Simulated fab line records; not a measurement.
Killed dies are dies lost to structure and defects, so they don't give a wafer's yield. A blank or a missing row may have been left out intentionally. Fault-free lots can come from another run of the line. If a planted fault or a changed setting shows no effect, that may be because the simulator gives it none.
Chamber matching :: flow nand harc :: rie si-02 running NHARC_A_WL_FILL_ETCHBACK_26: 4 sister chambers
The step etches the open film in HBr, target depth 52 nm, time 13.3 s. 18 wafers are shown with their chamber, then 9 later ones without.

## EACH WAFER AND ITS CHAMBER
wafer: L076.4
chamber: 2
drypump motor current A (A): 5.1
oes product au (a.u.): 0.983
throttle valve pct (%): 23.251

wafer: L076.5
chamber: 2
drypump motor current A (A): 5.1
oes product au (a.u.): 0.985
throttle valve pct (%): 23.263

wafer: L076.6
chamber: 3
drypump motor current A (A): 5.5
oes product au (a.u.): 1.003
throttle valve pct (%): 23.259

wafer: L080.1
chamber: 2
drypump motor current A (A): 5.2
oes product au (a.u.): 0.985
throttle valve pct (%): 23.268

wafer: L080.4
chamber: 3
drypump motor current A (A): 5.5
oes product au (a.u.): 1.004
throttle valve pct (%): 23.270

wafer: L080.5
chamber: 0
drypump motor current A (A): 6.2
oes product au (a.u.): 0.993
throttle valve pct (%): 23.260

wafer: L081.1
chamber: 0
drypump motor current A (A): 6.3
oes product au (a.u.): 0.992
throttle valve pct (%): 23.265

wafer: L081.2
chamber: 2
drypump motor current A (A): 5.1
oes product au (a.u.): 0.992
throttle valve pct (%): 23.257

wafer: L081.4
chamber: 3
drypump motor current A (A): 5.5
oes product au (a.u.): 1.006
throttle valve pct (%): 23.268

wafer: L082.1
chamber: 3
drypump motor current A (A): 5.6
oes product au (a.u.): 0.998
throttle valve pct (%): 23.261

wafer: L082.4
chamber: 2
drypump motor current A (A): 5.1
oes product au (a.u.): 0.975
throttle valve pct (%): 23.263

wafer: L082.6
chamber: 3
drypump motor current A (A): 5.6
oes product au (a.u.): 1.001
throttle valve pct (%): 23.266

wafer: L084.1
chamber: 2
drypump motor current A (A): 5.2
oes product au (a.u.): 1.002
throttle valve pct (%): 23.258

wafer: L084.5
chamber: 3
drypump motor current A (A): 5.5
oes product au (a.u.): 1.004
throttle valve pct (%): 23.278

wafer: L084.6
chamber: 2
drypump motor current A (A): 5.1
oes product au (a.u.): 0.995
throttle valve pct (%): 23.272

wafer: L085.1
chamber: 2
drypump motor current A (A): 5.1
oes product au (a.u.): 0.991
throttle valve pct (%): 23.271

wafer: L085.3
chamber: 1
drypump motor current A (A): 5.8
oes product au (a.u.): 1.000
throttle valve pct (%): 23.265

wafer: L085.5
chamber: 3
drypump motor current A (A): 5.5
oes product au (a.u.): 0.992
throttle valve pct (%): 23.267

SIGNATURES, as means of the wafers listed above
reading: drypump motor current A
chamber 0: 6.250
chamber 1: 5.800
chamber 2: 5.125
chamber 3: 5.529
scatter within a chamber: 0.0495

reading: oes product au
chamber 0: 0.99250
chamber 1: 1.00000
chamber 2: 0.98850
chamber 3: 1.00114
scatter within a chamber: 0.00664

reading: throttle valve pct
chamber 0: 23.26250
chamber 1: 23.26500
chamber 2: 23.26288
chamber 3: 23.26700
scatter within a chamber: 0.00665
Rule: a wafer lies at a distance from a chamber equal to the root of the sum of squares, over the readings, of (its reading less the chamber's mean, divided by the reading's scatter). If the next closest chamber is less than 2 further off than the closest, the wafer can't be placed; otherwise it belongs to the closest. The scatter: the root of (the sum of the squares of (reading less its chamber's mean) over the shown wafers, divided by (wafers less chambers)).

## WAFERS MISSING THEIR CHAMBER
wafer: L089.2
drypump motor current A (A): 6.2
oes product au (a.u.): 0.996
throttle valve pct (%): 23.276

wafer: L089.3
drypump motor current A (A): 5.2
oes product au (a.u.): 0.986
throttle valve pct (%): 23.269

wafer: L089.5
drypump motor current A (A): 5.5
oes product au (a.u.): 1.004
throttle valve pct (%): 23.280

wafer: L095.1
drypump motor current A (A): 6.3
oes product au (a.u.): 0.996
throttle valve pct (%): 23.260

wafer: L095.2
drypump motor current A (A): 5.1
oes product au (a.u.): 0.997
throttle valve pct (%): 23.274

wafer: L095.6
drypump motor current A (A): 5.5
oes product au (a.u.): 1.006
throttle valve pct (%): 23.277

wafer: L097.1
drypump motor current A (A): 5.2
oes product au (a.u.): 1.010
throttle valve pct (%): 23.260

wafer: L097.2
drypump motor current A (A): 5.5
oes product au (a.u.): 1.010
throttle valve pct (%): 23.260

wafer: L097.5
drypump motor current A (A): 5.5
oes product au (a.u.): 1.007
throttle valve pct (%): 23.267

## WHICH CHAMBER EACH ONE RAN IN
wafer: L089.2
from the rows above: 0
in truth: 0

wafer: L089.3
from the rows above: 2
in truth: 2

wafer: L089.5
from the rows above: 3
in truth: 3

wafer: L095.1
from the rows above: 0
in truth: 0

wafer: L095.2
from the rows above: 2
in truth: 2

wafer: L095.6
from the rows above: 3
in truth: 3

wafer: L097.1
from the rows above: 2
in truth: 2

wafer: L097.2
from the rows above: 3
in truth: 3

wafer: L097.5
from the rows above: 3
in truth: 3
Placed correctly: 9 of 9. Left unplaced by these rows: 0. Wrongly placed: 0.
